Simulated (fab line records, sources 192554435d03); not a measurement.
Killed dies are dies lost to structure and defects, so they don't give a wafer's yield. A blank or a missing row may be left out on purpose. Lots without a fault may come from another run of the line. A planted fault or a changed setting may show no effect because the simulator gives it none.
Chamber matching | flow n5_finfet | N5_BEOL_M8_ALD_77 on ald_metal-04: 4 sister chambers
The step deposits TaN, target thk 2 nm, pulse time 2 s, purge time 3 s. 7 wafers are shown with their chamber, then 8 later ones without.

WAFERS WITH THEIR CHAMBER
wafer  | chamber | heater_power_w (W) | mfc_carrier_sccm (sccm)
L085.5 | 0       | 391                | 1502
L084.2 | 2       | 419                | 1493
L084.4 | 0       | 387                | 1512
L087.2 | 1       | 442                | 1496
L087.3 | 3       | 535                | 1495
L087.6 | 1       | 426                | 1495
L092.1 | 2       | 420                | 1503

WAFERS WITHOUT THEIR CHAMBER
wafer  | heater_power_w (W) | mfc_carrier_sccm (sccm)
L092.4 | 436                | 1502
L092.6 | 529                | 1504
L089.3 | 398                | 1495
L089.4 | 447                | 1493
L089.5 | 530                | 1498
L094.2 | 389                | 1502
L094.3 | 443                | 1495
L094.6 | 430                | 1500

WHICH CHAMBER EACH WENT THROUGH
wafer  | from the rows above     | in truth
L092.4 | can't be placed: 1 or 2 | 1
L092.6 | 3                       | 3
L089.3 | can't be placed: 0 or 2 | 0
L089.4 | 1                       | 1
L089.5 | 3                       | 3
L094.2 | 0                       | 0
L094.3 | 1                       | 1
L094.6 | can't be placed: 1 or 2 | 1
Placed correctly: 5 of 8. Can't be placed from these rows: 3 (the true chamber is among the candidates in 3). Placed wrongly: 0.
How it was worked out, from the rows above alone: a wafer's distance from a chamber is the root of the sum, over the readings, of the square of ((its reading less the chamber's mean) divided by the reading's scatter). The wafer belongs to the nearest chamber; if the next one is less than 2 further off, it can't be placed. A chamber's mean is the mean of its shown wafers. The scatter: the root of (the sum of the squares of (reading less its chamber's mean) over the shown wafers, divided by (wafers less chambers)).
